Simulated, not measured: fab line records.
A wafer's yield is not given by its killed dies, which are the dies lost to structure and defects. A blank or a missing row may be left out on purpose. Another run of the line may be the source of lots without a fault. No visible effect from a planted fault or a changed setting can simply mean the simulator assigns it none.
Struck lot and sound lot, side by side -- flow nand_harc -- 15 out of 1302 route steps
Sound: these wafers, L326.1, L326.2, L326.6. The struck wafers were L324.2, L324.3, L324.5. Last of all comes the cause.
Each step with rows lists, per side, the tool, then ch with its chambers, then its first start. Under that, the readings that differ: sound wafers -- struck wafers -- difference of the means -- sigmas: that difference in standard deviations of wafers without a fault.
alike: same words and numbers on both sides, and readings whose means sit less than 2 such deviations apart. not compared: any withheld reading, any reading some wafer has no value for, any bound like >300 that may hide the same value, and any number with overlapping values for which the record gives no deviation.
Wherever a step has rows on one side only, a row that says differs or no value, or a row with sigmas, the two part there. Numbers that have no deviation but don't overlap get no sigmas and don't part them. A reading missing from all wafers of one side parts the sides only when that side holds two or more wafers.

NHARC_A_CHANNEL_HOLE_D2_CD_MEAS_31:
  sound on cd_sem-02 at day 19 08:35; struck on cd_sem-03 at day 18 05:10
  alike: cd_nm
NHARC_A_CHANNEL_HOLE_D2_XSEM_32:
  sound on xsem-02 ch 0, day 19 08:40; struck on xsem-02 ch 0, day 18 05:15
reading,sound,struck,difference,sigmas
tilt_deg (degrees),0.16 0.16 0.16,0.07 0.07 0.07,-0.09,-2
  alike: bot_cd_nm, bow_nm
NHARC_A_CHANNEL_HOLE_D2_INSPECT_40:
  sound on defect_inspect-01 at day 19 08:46; struck on defect_inspect-02 at day 18 05:21
  alike: raw_defect_count
then, 2 steps without rows for these wafers: NHARC_A_CHANNEL_FILL_D2_PRECLEAN_00 (cleans in SC1); NHARC_A_CHANNEL_FILL_D2_SRD_01.
NHARC_A_CHANNEL_FILL_D2_ALD_02: deposits SiO2, target thk 6 nm, pulse time 10 s, ald cycles 60.
  sound on ald_hk-01 ch 0,1,3, day 19 09:03; struck on ald_hk-03 ch 0,1,2, day 18 05:32
  alike: heater_power_w, precursor_pulse_height_rel
NHARC_A_CHANNEL_FILL_D2_ALD_03: deposits SiNx, target thk 6 nm, pulse time 60 s, ald cycles 58.
  sound on ald_sin_batch-02 ch 0; struck on ald_sin_batch-01 ch 0
  alike: precursor_pulse_height_rel
then, 1 step without rows for these wafers: NHARC_A_CHANNEL_FILL_D2_ALD_14 (deposits SiO2, target thk 2.5 nm, pulse time 10 s, ald cycles 25).
NHARC_A_CHANNEL_FILL_D2_ALD_15: deposits SiNx, target thk 2 nm, pulse time 60 s, ald cycles 19.
  sound on ald_sin_batch-02 ch 0; struck on ald_sin_batch-02 ch 0
  alike: precursor_pulse_height_rel
then, 3 steps without rows for these wafers: NHARC_A_CHANNEL_FILL_D2_ALD_16 (deposits SiO2, target thk 1.5 nm, pulse time 10 s, ald cycles 15); NHARC_A_CHANNEL_FILL_D2_ANNEAL_17 (time 1800 s); NHARC_A_CHANNEL_FILL_D2_CVD_18 (deposits poly-Si, target thk 3 nm).
NHARC_A_CHANNEL_FILL_D2_ETCHBACK_19: etches the open film in HBr/Cl2, target depth 5 nm, time 1.7 s.
  sound on rie_si-05 ch 1,2, day 20 08:26; struck on rie_si-05 ch 0,1,3, day 19 06:50
  no value came back on the struck wafers for any of 5 readings (bias_w (W), chamber_pressure_mTorr (mTorr) and others); on the sound wafers bias_w (W) reads 100.2 100.2 100.3
  not compared: rf_hours_counter_h
NHARC_A_CHANNEL_FILL_D2_ETCHBACK_20: etches the open film in C4F8/O2/Ar, target depth 27 nm, time 13.5 s.
  sound on rie_diel-01 ch 0,1,2, day 20 08:35; struck on rie_diel-01 ch 0,1, day 19 06:58
  alike: bias_w, chamber_pressure_mTorr, oes_product_au, rf_vpp_V
  not compared: rf_hours_counter_h
-- jump in the record: it breaks off in module A_CHANNEL_FILL_D2 and resumes in module END (first step shown: number 1302 of the route), and 10 days separate the struck wafers' starts before and after --
NHARC_END_SORT_01:
  the record has rows for the struck wafers here (prober-02 ch 0, day 28 23:54) and none for the sound ones

## WHERE THEY PART
First at NHARC_A_CHANNEL_HOLE_D2_XSEM_32; last, within this record, at NHARC_END_SORT_01.

WHY: whatever the simulator had introduced
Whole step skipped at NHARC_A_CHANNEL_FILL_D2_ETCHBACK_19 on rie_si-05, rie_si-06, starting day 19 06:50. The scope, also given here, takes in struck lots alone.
